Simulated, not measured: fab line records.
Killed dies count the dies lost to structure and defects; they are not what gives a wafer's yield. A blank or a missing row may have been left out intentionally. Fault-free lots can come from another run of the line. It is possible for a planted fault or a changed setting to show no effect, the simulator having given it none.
fab line records	flow nand-harc
[record] lots = 12	wafers = 36	last-day = 33
route steps=1302 shown P_ZERO_WELL@26 P_STI@85 END@1302
lots with no fault: from the same line, run without faults
start-h: hours from the record's first day to the start of the lot's first wafer shown	wait-h: hours elapsed since this lot's preceding step	" unchanged from the row above	L1.1+2: several wafers, shown together as one row	- either no value or no given start	* or withheld: withheld	< > ~ a bound
route shown NAME@n: NAME is a module with steps in the file, n the number in the route of the first one	usual: average and standard deviation across the fault-free wafers	same: alike in all rows	chamber/n: place in a boat	sites: per-site readings	_std_site: how widely they spread, as a standard deviation	_edge_site: mean of outer sites minus mean of inner sites	radius-mm: for every site, how far away it sits from the centre of the wafer	mask NAME#n: copy n	behind: tool/chamber where the wafer was last shaped	hold: cause of the lot's hold/its duration in hours/its outcome	device: whichever transistor did not switch (one of n, p or np)	end of line: at the end of the route, the tests of the same wafers	step lacking rows: just its recipe	killed: at the first sort, the dies lost to defects and structure; wafer yield is something else	map: a wafer's dies, x killed, . not, _ none there
set.NAME: the setting that was run; set.NAME@STEP: the one run at that earlier step	model.NAME: the simulator's own value behind a step, which no gauge read
steps of the route over a sample of lots; a table a step, a row a wafer
services: from which hour (start-h, from the record's first day; less than 0 if before it) a tool's chamber was out of use, for how many hours, and why
[[steps]]
[step NHARC_P_ZERO_WELL_EXPOSE_21]
[recipe] na = 0.6	target-cd-nm = 720	dose-mj = 22.31	mask-id = P_NWELL
[usual] exposure-dose-mJ-cm2 = 22.308/0.02
[same] na = 0.6
lot.wafer	tool	chamber	start-h	wait-h	mask	exposure-dose-mJ-cm2
L634.1	krf-scanner-01	0	22.40	-	P_NWELL#0	22.307
L634.2	"	0	"	"	P_NWELL#0	22.307
L634.5	"	0	"	"	P_NWELL#0	22.331
L636.1	krf-scanner-01	0	42.20	-	P_NWELL#0	22.337
L636.3	"	0	"	"	P_NWELL#0	22.314
L636.6	"	0	"	"	P_NWELL#0	22.309
L643.2	krf-scanner-03	0	112.43	-	P_NWELL#0	18.785
L643.3	"	0	"	"	P_NWELL#0	18.803
L643.5	"	0	"	"	P_NWELL#0	18.789
L644.1	krf-scanner-04	0	122.37	-	P_NWELL#0	22.335
L644.2	"	0	"	"	P_NWELL#0	22.317
L644.3	"	0	"	"	P_NWELL#0	22.326
L645.1	krf-scanner-03	0	132.42	-	P_NWELL#0	18.798
L645.3	"	0	"	"	P_NWELL#0	18.730
L645.6	"	0	"	"	P_NWELL#0	18.756
L646.2	krf-scanner-04	0	142.43	-	P_NWELL#0	22.308
L646.4	"	0	"	"	P_NWELL#0	22.299
L646.6	"	0	"	"	P_NWELL#0	22.318
L648.3	krf-scanner-04	0	162.42	-	P_NWELL#0	22.308
L648.5	"	0	"	"	P_NWELL#0	22.297
L648.6	"	0	"	"	P_NWELL#0	22.316
L649.2	krf-scanner-04	0	172.36	-	P_NWELL#0	22.288
L649.4	"	0	"	"	P_NWELL#0	22.308
L649.5	"	0	"	"	P_NWELL#0	22.314
L651.2	krf-scanner-04	0	192.49	-	P_NWELL#0	22.316
L651.3	"	0	"	"	P_NWELL#0	22.313
L651.6	"	0	"	"	P_NWELL#0	22.320
L653.3	krf-scanner-01	0	212.71	-	P_NWELL#0	22.305
L653.5	"	0	"	"	P_NWELL#0	22.320
L653.6	"	0	"	"	P_NWELL#0	22.310
L654.1	krf-scanner-01	0	222.34	-	P_NWELL#0	22.313
L654.4	"	0	"	"	P_NWELL#0	22.339
L654.5	"	0	"	"	P_NWELL#0	22.308
L657.1	krf-scanner-01	0	252.31	-	P_NWELL#0	22.307
L657.3	"	0	"	"	P_NWELL#0	22.282
L657.4	"	0	"	"	P_NWELL#0	22.306
[step NHARC_P_ZERO_WELL_CD_MEAS_24]
[recipe] target-cd-nm = 720	landing-energy-ev = 500
[usual] cd-nm = 719.8/1.7
lot.wafer	tool	chamber	start-h	wait-h	cd-nm
L634.1	cd-sem-01	0	22.55	-	721.2
L634.2	"	0	"	"	717.7
L634.5	"	0	"	"	722.2
L636.1	cd-sem-01	0	42.35	-	722.6
L636.3	"	0	"	"	722.0
L636.6	"	0	"	"	718.1
L643.2	cd-sem-01	0	112.59	-	688.9
L643.3	"	0	"	"	688.8
L643.5	"	0	"	"	688.5
L644.1	cd-sem-02	0	122.53	-	721.6
L644.2	"	0	"	"	720.9
L644.3	"	0	"	"	720.8
L645.1	cd-sem-01	0	132.59	-	690.0
L645.3	"	0	"	"	690.8
L645.6	"	0	"	"	690.5
L646.2	cd-sem-03	0	142.58	-	720.9
L646.4	"	0	"	"	719.4
L646.6	"	0	"	"	719.1
L648.3	cd-sem-01	0	162.57	-	717.9
L648.5	"	0	"	"	719.5
L648.6	"	0	"	"	721.7
L649.2	cd-sem-03	0	172.51	-	718.2
L649.4	"	0	"	"	717.9
L649.5	"	0	"	"	717.0
L651.2	cd-sem-02	0	192.64	-	717.2
L651.3	"	0	"	"	721.5
L651.6	"	0	"	"	721.6
L653.3	cd-sem-02	0	212.86	-	721.1
L653.5	"	0	"	"	718.5
L653.6	"	0	"	"	717.4
L654.1	cd-sem-03	0	222.50	-	718.5
L654.4	"	0	"	"	718.5
L654.5	"	0	"	"	719.4
L657.1	cd-sem-02	0	252.46	-	722.1
L657.3	"	0	"	"	720.9
L657.4	"	0	"	"	722.3
[step NHARC_P_STI_INSPECT_11]
[usual] raw-defect-count = 5.9/2.9
lot.wafer	tool	chamber	start-h	wait-h	raw-defect-count
L634.1	defect-inspect-02	-	44.80	0.0	8
L634.2	"	-	"	"	3
L634.5	"	-	"	"	3
L636.1	defect-inspect-02	-	65.04	0.0	8
L636.3	"	-	"	"	9
L636.6	"	-	"	"	10
L643.2	defect-inspect-02	-	137.59	0.0	3
L643.3	"	-	"	"	10
L643.5	"	-	"	"	7
L644.1	defect-inspect-02	-	146.36	0.0	5
L644.2	"	-	"	"	8
L644.3	"	-	"	"	4
L645.1	defect-inspect-02	-	152.89	0.0	8
L645.3	"	-	"	"	11
L645.6	"	-	"	"	10
L646.2	defect-inspect-02	-	162.94	0.0	8
L646.4	"	-	"	"	5
L646.6	"	-	"	"	8
L648.3	defect-inspect-01	-	182.81	0.0	3
L648.5	"	-	"	"	3
L648.6	"	-	"	"	5
L649.2	defect-inspect-02	-	192.49	0.0	7
L649.4	"	-	"	"	2
L649.5	"	-	"	"	3
L651.2	defect-inspect-02	-	212.37	0.0	1
L651.3	"	-	"	"	2
L651.6	"	-	"	"	7
L653.3	defect-inspect-01	-	234.34	0.0	5
L653.5	"	-	"	"	6
L653.6	"	-	"	"	6
L654.1	defect-inspect-02	-	243.42	0.0	6
L654.4	"	-	"	"	4
L654.5	"	-	"	"	1
L657.1	defect-inspect-01	-	274.29	0.0	10
L657.3	"	-	"	"	9
L657.4	"	-	"	"	10
[step NHARC_P_STI_ETCH_42]
[recipe] target-depth-a = 800	overetch-a = 240	time-s = 61	ion-energy-ev = 200	n2-flow-sccm = 150	h2-flow-sccm = 150	ar-flow-sccm = 0	rf-w = 400	bias-w = 150	chemistry = N2/H2
[usual] drypump-motor-current-A = 5.94/0.25	mfc-ar-sccm = 0.008/0.011	oes-product-au = 0.995/0.013	rf-vpp-V = 429.1/2.1	showerhead-plenum-p-Torr = 1.99/0.07	throttle-valve-pct = 14.171/0.01
lot.wafer	tool	chamber	start-h	wait-h	drypump-motor-current-A	mfc-ar-sccm	oes-product-au	rf-hours-counter-h	rf-vpp-V	showerhead-plenum-p-Torr	throttle-valve-pct
L634.2	rie-diel-03	2	45.02	0.1	5.93	0	1.004	10.9	428.5	1.93	14.172
L634.1	"	0	"	"	5.74	0.013	1.005	9.2	428.5	1.94	14.175
L634.5	"	2	"	"	5.94	0	1.005	-	428.4	1.93	14.165
L636.1	rie-diel-09	2	65.26	0.1	6.02	0	0.999	5.8	429.4	1.99	14.162
L636.3	"	3	"	"	6.03	0	1.007	5.5	428.8	1.97	14.174
L636.6	"	3	"	"	6.06	0	1.003	-	429.3	1.97	14.185
L643.3	rie-diel-09	3	137.82	0.1	6.08	0	0.997	10.4	427.5	1.97	14.174
L643.2	"	0	"	"	5.97	0	1.013	9.1	427.7	1.91	14.187
L643.5	"	1	"	"	5.68	0.018	0.998	-	434.9	2.16	14.186
L644.1	rie-diel-08	0	146.60	0.1	5.95	0	0.997	7.1	428.6	1.98	14.160
L644.2	"	1	"	"	5.86	0.028	0.993	7.3	430.4	2.01	14.174
L644.3	"	3	"	"	5.49	0.024	1.003	6.6	428.4	1.99	14.145
L645.3	rie-diel-09	0	153.11	0.1	5.95	0	0.988	0.0	428.1	1.91	14.167
L645.1	"	1	"	"	5.67	0.018	0.993	0.0	432.4	2.16	14.189
L645.6	"	3	"	"	6.07	0	0.973	-	428.5	1.97	14.176
L646.2	rie-diel-08	2	163.16	0.1	6.22	0	0.989	7.7	427.3	1.92	14.159
L646.4	"	1	"	"	5.87	0.028	0.992	8.2	430.2	2.01	14.170
L646.6	"	3	"	"	5.51	0.024	0.990	-	428.4	1.98	14.164
L648.3	rie-diel-03	2	183.05	0.1	5.92	0	1.018	6.0	427.1	1.92	14.158
L648.6	"	3	"	"	6.20	0	0.989	-	430.0	2.04	14.168
L648.5	"	0	"	"	5.74	0.013	0.978	-	427.8	1.93	14.169
L649.4	rie-diel-03	0	192.71	0.1	5.72	0.013	0.996	6.7	427.9	1.93	14.162
L649.2	"	1	"	"	6.62	0	0.999	6.4	431.4	2.08	14.166
L649.5	"	1	"	"	6.67	0	0.995	-	432.2	2.08	14.163
L651.2	rie-diel-08	0	212.59	0.1	5.95	0	0.978	0.6	428.6	1.97	14.167
L651.3	"	2	"	"	6.22	0	0.973	0.5	427.2	1.92	14.172
L651.6	"	3	"	"	5.49	0.024	0.986	-	428.6	1.98	14.165
L653.3	rie-diel-08	3	234.57	0.1	5.51	0.024	0.986	1.7	428.7	1.98	14.178
L653.5	"	1	"	"	5.85	0.028	0.981	-	429.6	2.01	14.167
L653.6	"	2	"	"	6.24	0	0.978	-	428.0	1.92	14.178
L654.1	rie-diel-09	1	243.65	0.1	5.68	0.018	0.998	4.9	434.7	2.16	14.175
L654.4	"	2	"	"	6.04	0	0.980	4.2	428.9	1.98	14.191
L654.5	"	0	"	"	6.00	0	0.990	-	426.6	1.91	14.170
L657.1	rie-diel-08	3	274.51	0.1	5.50	0.024	1.003	3.6	429.0	1.98	14.143
L657.4	"	0	"	"	5.94	0	0.994	3.9	428.0	1.97	14.163
L657.3	"	2	"	"	6.20	0	0.974	3.3	428.4	1.92	14.175
[step NHARC_P_STI_CMP_21]
[recipe] t-overpolish-s = 20	target-thk-nm = 380.67
[usual] motor-current-A = 12.0/1.2	overpolish-run-s = 20.000/0.0096
lot.wafer	tool	chamber	start-h	wait-h	motor-current-A	overpolish-run-s
L634.1	cmp-03	1	64.22	0.4	13.7	20.000
L634.2	"	2	"	"	14.1	20.010
L634.5	"	2	"	"	14.3	19.992
L636.3	cmp-01	2	84.53	0.4	11.3	20.024
L636.1	"	3	"	"	11.4	20.001
L636.6	"	1	"	"	13.1	20.002
L643.2	cmp-04	3	160.12	0.4	12.0	20.003
L643.3	"	1	"	"	10.3	19.996
L643.5	"	2	"	"	10.7	20.005
L644.1	cmp-01	2	165.07	0.4	11.1	20.016
L644.2	"	3	"	"	11.0	20.005
L644.3	"	0	"	"	13.1	19.996
L645.1	cmp-01	0	171.55	0.4	13.2	20.002
L645.3	"	1	"	"	12.2	19.989
L645.6	"	1	"	"	12.2	19.993
L646.2	cmp-03	1	181.03	0.4	13.6	20.013
L646.4	"	3	"	"	10.9	20.000
L646.6	"	2	"	"	14.1	19.995
L649.2	cmp-03	0	209.59	0.4	12.4	19.984
L649.4	"	2	"	"	13.9	20.007
L649.5	"	3	"	"	10.9	19.983
L648.3	cmp-01	2	209.64	0.4	11.7	20.007
L648.5	"	3	"	"	10.7	19.992
L648.6	"	0	"	"	14.2	19.982
L651.2	cmp-03	3	232.45	0.4	10.7	20.012
L651.3	"	1	"	"	13.6	20.021
L651.6	"	3	"	"	11.0	19.995
L653.3	cmp-01	2	252.77	0.4	11.0	20.000
L653.5	"	3	"	"	11.5	20.004
L653.6	"	0	"	"	13.0	20.008
L654.4	cmp-01	2	265.45	0.4	11.2	20.001
L654.1	"	1	"	"	12.1	19.988
L654.5	"	2	"	"	11.3	20.003
L657.3	cmp-01	1	291.73	0.4	11.3	19.995
L657.4	"	3	"	"	11.0	19.996
L657.1	"	0	"	"	13.7	19.998
[step NHARC_END_SORT_01]
[recipe] temp-c = 25
[usual] killed-at-array = 55/17	killed-at-other = 0.9/1.2	killed-at-periphery = 3.7/2.5	killed-dies = 59/18	killed-open = 3.4/1.9	killed-short = 2.6/1.6
[same] gross-dies = 677
lot.wafer	tool	chamber	start-h	wait-h	killed-at-array	killed-at-other	killed-at-periphery	killed-dies	killed-open	killed-short
L643.3	prober-01	0	667.05	3.1	73	3	8	84	1	1
// killed by level:class
L643.3 A_CHANNEL_HOLE_D1:chamber-film-flake=38 A_SLIT:chamber-film-flake=25 P_ZERO_WELL:chamber-film-flake=4 P_BONDPAD:chamber-film-flake=3 THIN_TSV:chamber-film-flake=3 A_CHANNEL_HOLE_D2:unspecified=2 A_STAIRCASE:chamber-film-flake=2 A_CONTACT:chamber-film-flake=2
[[services]]
tool	chamber	start-h	hours	kind
krf-scanner-04	-	10.00	4.0	pm
rie-diel-08	-	13.80	9.0	pm
krf-scanner-01	-	31.20	0.7	repair
krf-scanner-04	-	48.81	7.1	repair
cmp-01	-	50.56	1.3	repair
rie-diel-08	2	60.25	4.3	repair
cmp-03	-	64.37	4.0	pm
cmp-01	-	65.98	0.2	repair
cmp-01	-	87.50	4.0	pm
rie-diel-09	0	90.63	2.4	repair
rie-diel-08	1	109.45	2.5	repair
cmp-01	-	128.78	0.3	repair
krf-scanner-01	-	140.00	4.0	pm
cmp-01	-	141.71	2.3	repair
krf-scanner-04	-	182.00	4.0	pm
cmp-01	-	185.50	4.0	pm
rie-diel-08	-	190.85	9.0	pm
cmp-01	-	196.86	0.7	repair
krf-scanner-04	-	225.63	0.8	repair
cmp-01	-	232.26	1.4	repair
cmp-01	-	261.86	2.7	repair
krf-scanner-04	-	266.26	2.8	repair
cmp-01	-	268.74	0.2	repair
cmp-01	-	283.50	4.0	pm
[[key]]
[first-sign] step = NHARC_P_ZERO_WELL_EXPOSE_21	reading = exposure-dose-mJ-cm2	direction = down	sigmas = 99+	usual = 22.308	struck = 18.777
[effect] step = NHARC_P_ZERO_WELL_CD_MEAS_24	reading = cd-nm	direction = down	sigmas = 18	usual = 719.8	struck = 689.6
met-at NHARC_P_ZERO_WELL_EXPOSE_21
struck-lots L643,L645
tester-left-out L643,L645
not-acting-at NHARC_P_STI_INSPECT_11,NHARC_P_STI_ETCH_42,NHARC_P_STI_CMP_21
[fault] kind = process-parameter-drift	tool = krf-scanner-03	chamber = -	onset-h = 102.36	steps = NHARC_P_ZERO_WELL_EXPOSE_21	channel = dose-mj	offset = -3.5171	shape = step	acts-in = these-recipes-only	stated = 22.31
// tester-left-out: of these lots the tester's yield and bins aren't shown, on N5 and GAA mostly nor the transistor test; their killed dies are dies lost to structure and defects alone, not to doping, threshold or leakage, so they don't give the yield
